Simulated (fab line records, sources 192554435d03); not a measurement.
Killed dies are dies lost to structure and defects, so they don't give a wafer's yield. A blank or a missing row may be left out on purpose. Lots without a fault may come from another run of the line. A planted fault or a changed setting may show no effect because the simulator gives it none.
Chamber matching | flow n5_finfet | N5_BEOL_M9_DEP_56 on pecvd-01: 3 sister chambers
The step deposits SiCN from 3MS/NH3, target thk 15 nm, time 26.5 s. 6 wafers are shown with their chamber, then 12 later ones without.

WAFERS WITH THEIR CHAMBER
wafer  | chamber | showerhead_plenum_p_Torr (Torr) | throttle_valve_pct (%)
L082.2 | 2       | 3.662                           | 8.3
L084.2 | 1       | 3.648                           | 8.7
L084.4 | 2       | 3.658                           | 8.5
L086.1 | 0       | 3.644                           | 8.1
L086.4 | 1       | 3.639                           | 8.6
L086.6 | 0       | 3.640                           | 8.3

WAFERS WITHOUT THEIR CHAMBER
wafer  | showerhead_plenum_p_Torr (Torr) | throttle_valve_pct (%)
L090.1 | 3.666                           | 8.4
L090.2 | 3.649                           | 8.3
L090.6 | 3.648                           | 8.6
L091.1 | 3.645                           | 8.5
L091.3 | 3.675                           | 8.5
L091.5 | 3.654                           | 8.6
L094.1 | 3.664                           | 8.3
L094.5 | 3.645                           | 8.2
L094.6 | 3.652                           | 8.5
L096.2 | 3.647                           | 8.7
L096.3 | 3.657                           | 8.3
L096.5 | 3.668                           | 8.1

WHICH CHAMBER EACH WENT THROUGH
wafer  | from the rows above          | in truth
L090.1 | 2                            | 2
L090.2 | can't be placed: 0 or 2 or 1 | 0
L090.6 | 1                            | 1
L091.1 | can't be placed: 1 or 0      | 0
L091.3 | 2                            | 2
L091.5 | can't be placed: 2 or 1      | 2
L094.1 | 2                            | 2
L094.5 | 0                            | 0
L094.6 | can't be placed: 2 or 1 or 0 | 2
L096.2 | 1                            | 1
L096.3 | 2                            | 2
L096.5 | 2                            | 2
Placed correctly: 8 of 12. Can't be placed from these rows: 4 (the true chamber is among the candidates in 4). Placed wrongly: 0.
How it was worked out, from the rows above alone: a wafer's distance from a chamber is the root of the sum, over the readings, of the square of ((its reading less the chamber's mean) divided by the reading's scatter). The wafer belongs to the nearest chamber; if the next one is less than 2 further off, it can't be placed. A chamber's mean is the mean of its shown wafers. The scatter: the root of (the sum of the squares of (reading less its chamber's mean) over the shown wafers, divided by (wafers less chambers)).
